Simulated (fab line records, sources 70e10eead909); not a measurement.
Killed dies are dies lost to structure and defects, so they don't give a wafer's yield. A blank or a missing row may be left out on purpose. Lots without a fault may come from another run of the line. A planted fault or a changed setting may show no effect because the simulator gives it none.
Which tool was responsible? + flow nandHarc + 42 wafers from 14 lots sampled at 4 of the route's 1302 steps

== WHAT THE GAUGES READ, wafer by wafer ==
No reading from a measuring or inspecting step in the record can be judged against a usual standard deviation.

== EACH LOT AND THE TOOL THAT RAN IT (in order: tool; ch and the chambers of the sampled wafers; start) ==
| lot  | NHARC_A_CHANNEL_HOLE_D1_ETCH_19 | NHARC_A_CHANNEL_HOLE_D1_STRIP_27             | NHARC_A_CHANNEL_FILL_D1_ETCHBACK_19 | NHARC_A_CHANNEL_FILL_D1_STRIP_28  |
|------|---------------------------------|----------------------------------------------|-------------------------------------|-----------------------------------|
| L169 | harEtch-01 ch 0,1, day 8 16:18  | rieDiel-02 ch 1,2,3, day 10 02:32 or earlier | rieSi-03 ch 0,2,3, day 10 02:32     | rieDiel-04 ch 1,2,3, day 10 02:46 |
| L171 | harEtch-01 ch 0,1, day 9 14:23  | rieDiel-07 ch 0,2,3, day 10 21:56 or earlier | rieSi-04 ch 0,1,2, day 10 21:56     | rieDiel-06 ch 0,1,2, day 10 22:08 |
| L172 | harEtch-01 ch 0,1, day 10 01:47 | rieDiel-07 ch 1,2,3, day 11 08:24 or earlier | rieSi-03 ch 0,2,3, day 11 08:24     | rieDiel-06 ch 1,2,3, day 11 08:37 |
| L173 | harEtch-02 ch 0,1, day 10 03:49 | rieDiel-07 ch 0,1,3, day 11 08:22 or earlier | rieSi-06 ch 0,1,3, day 11 08:22     | rieDiel-05 ch 0,1,2, day 11 08:35 |
| L175 | harEtch-01 ch 0,1, day 10 19:09 | rieDiel-07 ch 0,3, day 12 01:19 or earlier   | rieSi-06 ch 1,2,3, day 12 01:19     | rieDiel-06 ch 0,1, day 12 01:31   |
| L174 | harEtch-02 ch 0,1, day 10 19:18 | rieDiel-07 ch 0,1,2, day 12 01:18 or earlier | rieSi-03 ch 0,1, day 12 01:18       | rieDiel-05 ch 0,1, day 12 01:31   |
| L176 | harEtch-02 ch 0,1, day 11 09:05 | rieDiel-07 ch 0,1,3, day 12 17:11 or earlier | rieSi-06 ch 0,1, day 12 17:11       | rieDiel-05 ch 2,3, day 12 17:25   |
| L178 | harEtch-02 ch 0, day 12 00:13   | rieDiel-07 ch 2,3, day 12 09:45              | rieSi-04 ch 0,1,3, day 13 16:18     | rieDiel-05 ch 0,3, day 13 16:31   |
| L177 | harEtch-01 ch 0,1, day 12 00:48 | rieDiel-07 ch 0,2, day 13 11:16 or earlier   | rieSi-04 ch 0,1, day 13 11:16       | rieDiel-06 ch 0,1,2, day 13 11:31 |
| L179 | harEtch-02 ch 0,1, day 12 16:09 | rieDiel-07 ch 2,3, day 14 03:38 or earlier   | rieSi-03 ch 0,2,3, day 14 03:38     | rieDiel-04 ch 1,3, day 14 03:52   |
| L182 | harEtch-02 ch 0,1, day 13 19:24 | rieDiel-07 ch 2,3, day 15 01:43 or earlier   | rieSi-06 ch 0,3, day 15 01:43       | rieDiel-05 ch 0,2, day 15 01:56   |
| L186 | harEtch-02 ch 0,1, day 16 02:40 | rieDiel-07 ch 0,2,3, day 17 08:49 or earlier | rieSi-03 ch 2,3, day 17 08:49       | rieDiel-05 ch 0,1,2, day 17 09:02 |
| L187 | harEtch-01 ch 0,1, day 16 05:41 | rieDiel-07 ch 0,3, day 17 12:39 or earlier   | rieSi-03 ch 2,3, day 17 12:39       | rieDiel-05 ch 0,2,3, day 17 12:53 |
| L189 | harEtch-01 ch 0,1, day 17 02:11 | rieDiel-07 ch 0,1,2, day 18 08:19 or earlier | rieSi-04 ch 0,1,3, day 18 08:19     | rieDiel-05 ch 0,1,2, day 18 08:32 |
- NHARC_A_CHANNEL_HOLE_D1_ETCH_19: etches the open film in C4F8/O2/Ar, time 34.5 s.
- NHARC_A_CHANNEL_HOLE_D1_STRIP_27: strips in O2.
- NHARC_A_CHANNEL_FILL_D1_ETCHBACK_19: etches the open film in HBr/Cl2, target depth 5 nm, time 1.7 s.
- NHARC_A_CHANNEL_FILL_D1_STRIP_28: strips in O2, time 20 s.

== AS READ BY THE TOOLS THEMSELVES (means over the sampled wafers that have a number; for cases with no such wafer, the mark the record gives instead) ==
NHARC_A_CHANNEL_HOLE_D1_ETCH_19. Usual: c4f8FlowSccm 28.80 sccm, standard deviation 0.085; drypumpMotorCurrentA 5.8 A, standard deviation 0.34; heBacksideLeakSccm 6.1 sccm, standard deviation 0.85; showerheadPlenumPTorr 3.71 Torr, standard deviation 0.082; throttleValvePct 37.037 %, standard deviation 0.0089.
| lot  | tool       | c4f8FlowSccm (sccm) | drypumpMotorCurrentA (A) | heBacksideLeakSccm (sccm) | showerheadPlenumPTorr (Torr) | throttleValvePct (%) | flag |
|------|------------|---------------------|--------------------------|---------------------------|------------------------------|----------------------|------|
| L169 | harEtch-01 | 28.69               | 5.7                      | 5.7                       | 3.78                         | 37.034               |      |
| L171 | harEtch-01 | 28.76               | 5.7                      | 6.0                       | 3.77                         | 37.039               |      |
| L172 | harEtch-01 | 28.76               | 5.7                      | 6.7                       | 3.77                         | 37.032               |      |
| L173 | harEtch-02 | 28.73               | 5.7                      | 7.3                       | 3.64                         | 37.035               |      |
| L175 | harEtch-01 | 28.84               | 5.7                      | 5.8                       | 3.76                         | 37.034               |      |
| L174 | harEtch-02 | 28.75               | 5.7                      | 7.3                       | 3.63                         | 37.040               |      |
| L176 | harEtch-02 | 28.82               | 6.1                      | 6.8                       | 3.66                         | 37.034               |      |
| L178 | harEtch-02 | 28.86               | 6.4                      | 6.7                       | 3.68                         | 37.035               |      |
| L177 | harEtch-01 | 28.86               | 5.7                      | 6.0                       | 3.75                         | 37.035               |      |
| L179 | harEtch-02 | 28.68               | 6.1                      | 5.9                       | 3.65                         | 37.046               |      |
| L182 | harEtch-02 | 28.83               | 6.1                      | 6.1                       | 3.64                         | 37.034               |      |
| L186 | harEtch-02 | 28.83               | 5.7                      | 5.4                       | 3.60                         | 37.032               |      |
| L187 | harEtch-01 | 28.78               | 5.7                      | 6.0                       | 3.72                         | 37.043               |      |
| L189 | harEtch-01 | 28.75               | 5.7                      | 6.1                       | 3.71                         | 37.030               |      |

NHARC_A_CHANNEL_HOLE_D1_STRIP_27. Usual: drypumpMotorCurrentA 5.6 A, standard deviation 0.33; oesProductAu 1.008 a.u., standard deviation 0.01; rfVppV 57.6 V, standard deviation 0.89; showerheadPlenumPTorr 3.47 Torr, standard deviation 0.13; throttleValvePct 17.038 %, standard deviation 0.0093.
| lot  | tool       | drypumpMotorCurrentA (A) | oesProductAu (a.u.) | rfVppV (V) | showerheadPlenumPTorr (Torr) | throttleValvePct (%) | flag |
|------|------------|--------------------------|---------------------|------------|------------------------------|----------------------|------|
| L169 | rieDiel-02 | 5.8                      | 0.998               | 58.0       | 3.53                         | 17.038               |      |
| L171 | rieDiel-07 | 5.5                      | 1.014               | 57.0       | 3.48                         | 17.040               |      |
| L172 | rieDiel-07 | 5.7                      | 1.011               | 57.0       | 3.42                         | 17.040               |      |
| L173 | rieDiel-07 | 5.4                      | 1.004               | 57.4       | 3.51                         | 17.037               |      |
| L175 | rieDiel-07 | 5.5                      | 1.013               | 57.7       | 3.45                         | 17.026               |      |
| L174 | rieDiel-07 | 5.4                      | 1.010               | 58.0       | 3.54                         | 17.038               |      |
| L176 | rieDiel-07 | 5.4                      | 1.007               | 58.1       | 3.51                         | 17.031               |      |
| L178 | rieDiel-07 | 5.8                      | 1.019               | 57.0       | 3.35                         | 17.037               |      |
| L177 | rieDiel-07 | 5.3                      | 1.012               | 57.5       | 3.60                         | 17.045               |      |
| L179 | rieDiel-07 | 5.8                      | 1.014               | 57.2       | 3.38                         | 17.034               |      |
| L182 | rieDiel-07 | 5.7                      | 1.023               | 57.1       | 3.38                         | 17.043               |      |
| L186 | rieDiel-07 | 5.5                      | 1.014               | 58.0       | 3.47                         | 17.036               |      |
| L187 | rieDiel-07 | 5.3                      | 1.010               | 58.2       | 3.57                         | 17.044               |      |
| L189 | rieDiel-07 | 5.4                      | 1.015               | 58.0       | 3.54                         | 17.046               |      |

NHARC_A_CHANNEL_FILL_D1_ETCHBACK_19. Usual: biasW 100.0 W, standard deviation 0.31; drypumpMotorCurrentA 5.9 A, standard deviation 0.46; heBacksideLeakSccm 2.78 sccm, standard deviation 0.21; oesProductAu 1.007 a.u., standard deviation 0.016; throttleValvePct 26.406 %, standard deviation 0.0091.
| lot  | tool     | biasW (W) | drypumpMotorCurrentA (A) | heBacksideLeakSccm (sccm) | oesProductAu (a.u.) | throttleValvePct (%) | flag |
|------|----------|-----------|--------------------------|---------------------------|---------------------|----------------------|------|
| L169 | rieSi-03 | 100.0     | 6.2                      | 2.85                      | 1.013               | 26.415               |      |
| L171 | rieSi-04 | 100.1     | 6.0                      | 2.70                      | 0.996               | 26.405               |      |
| L172 | rieSi-03 | 100.0     | 6.2                      | 2.78                      | 1.012               | 26.403               |      |
| L173 | rieSi-06 | 100.2     | 5.8                      | 2.90                      | 0.990               | 26.391               |      |
| L175 | rieSi-06 | 100.1     | 5.6                      | 2.70                      | 1.002               | 26.401               |      |
| L174 | rieSi-03 | 100.1     | 6.0                      | 2.74                      | 0.983               | 26.410               |      |
| L176 | rieSi-06 | 100.1     | 5.6                      | 2.97                      | 1.012               | 26.405               |      |
| L178 | rieSi-04 | 100.2     | 6.1                      | 2.60                      | 1.008               | 26.409               |      |
| L177 | rieSi-04 | 100.2     | 6.0                      | 2.65                      | 1.001               | 26.408               |      |
| L179 | rieSi-03 | 99.9      | 6.2                      | 2.96                      | 1.014               | 26.399               |      |
| L182 | rieSi-06 | 99.7      | 6.0                      | 2.71                      | 1.009               | 26.414               |      |
| L186 | rieSi-03 | 99.9      | 6.0                      | 2.83                      | 0.930               | 26.404               | OFF  |
| L187 | rieSi-03 | 100.2     | 6.0                      | 2.93                      | 0.932               | 26.405               | OFF  |
| L189 | rieSi-04 | 99.7      | 6.0                      | 2.62                      | 1.019               | 26.398               |      |

NHARC_A_CHANNEL_FILL_D1_STRIP_28. Usual: drypumpMotorCurrentA 5.9 A, standard deviation 0.32; oesProductAu 1.002 a.u., standard deviation 0.012; rfVppV 57.7 V, standard deviation 0.83; showerheadPlenumPTorr 3.51 Torr, standard deviation 0.14; throttleValvePct 17.037 %, standard deviation 0.0092.
| lot  | tool       | drypumpMotorCurrentA (A) | oesProductAu (a.u.) | rfVppV (V) | showerheadPlenumPTorr (Torr) | throttleValvePct (%) | flag |
|------|------------|--------------------------|---------------------|------------|------------------------------|----------------------|------|
| L169 | rieDiel-04 | 6.0                      | 1.010               | 58.6       | 3.57                         | 17.035               |      |
| L171 | rieDiel-06 | 6.3                      | 1.012               | 57.5       | 3.59                         | 17.032               |      |
| L172 | rieDiel-06 | 6.0                      | 1.012               | 57.8       | 3.49                         | 17.043               |      |
| L173 | rieDiel-05 | 5.9                      | 0.994               | 58.3       | 3.55                         | 17.039               |      |
| L175 | rieDiel-06 | 6.3                      | 1.013               | 57.4       | 3.46                         | 17.033               |      |
| L174 | rieDiel-05 | 6.0                      | 1.003               | 57.1       | 3.50                         | 17.034               |      |
| L176 | rieDiel-05 | 5.5                      | 1.002               | 57.9       | 3.53                         | 17.036               |      |
| L178 | rieDiel-05 | 5.7                      | 1.004               | 57.1       | 3.37                         | 17.043               |      |
| L177 | rieDiel-06 | 6.3                      | 1.015               | 57.7       | 3.58                         | 17.030               |      |
| L179 | rieDiel-04 | 6.2                      | 1.010               | 57.5       | 3.55                         | 17.039               |      |
| L182 | rieDiel-05 | 5.9                      | 0.990               | 58.0       | 3.55                         | 17.033               |      |
| L186 | rieDiel-05 | 5.9                      | 0.991               | 58.3       | 3.54                         | 17.040               |      |
| L187 | rieDiel-05 | 5.7                      | 0.999               | 58.1       | 3.48                         | 17.031               |      |
| L189 | rieDiel-05 | 5.9                      | 0.994               | 58.0       | 3.55                         | 17.032               |      |

== THE ANSWER, worked out from the rows above alone ==
Rule: a lot counts as off when the mean over its wafers that have a number is more than 3 standard deviations away from the usual mean. A lot without any number at a reading at which 4 lots or more have one is off too. Where the step has rows for the other lots, those lots are counted as sound. The gauges are gone through in route order, then the tools' own readings, and for those a lot's mean is taken as printed above. At the first step where some lot is off, the reading lying furthest off is the one used; lots without a number count as furthest.
Off: L186, L187 (NHARC_A_CHANNEL_FILL_D1_ETCHBACK_19, oesProductAu).
A tool fits if, at that step or a process step before it, it ran every lot that is off, and no sound lot after the first of them. With no start given for some of its lots, NHARC_A_CHANNEL_HOLE_D1_STRIP_27 uses the hours and lot order of NHARC_A_CHANNEL_FILL_D1_ETCHBACK_19. One candidate fits, namely rieSi-03 at NHARC_A_CHANNEL_FILL_D1_ETCHBACK_19. A fault onset in the window from L179 (day 14 03:38, its last sound lot) to L186 (day 17 08:49, its first lot off) fits.
On the lots that are off, the tool's own readings at NHARC_A_CHANNEL_FILL_D1_ETCHBACK_19 differ by more than 5 times the standard deviation of the sound lots' means, which bears it out; oesProductAu reads 0.931 a.u. there versus 1.005 a.u. on the sound lots.

== WHAT HAD BEEN PUT IN BY THE SIMULATOR ==
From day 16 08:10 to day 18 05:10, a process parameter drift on rieSi-03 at NHARC_A_CHANNEL_FILL_D1_ETCHBACK_19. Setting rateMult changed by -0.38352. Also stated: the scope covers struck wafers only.
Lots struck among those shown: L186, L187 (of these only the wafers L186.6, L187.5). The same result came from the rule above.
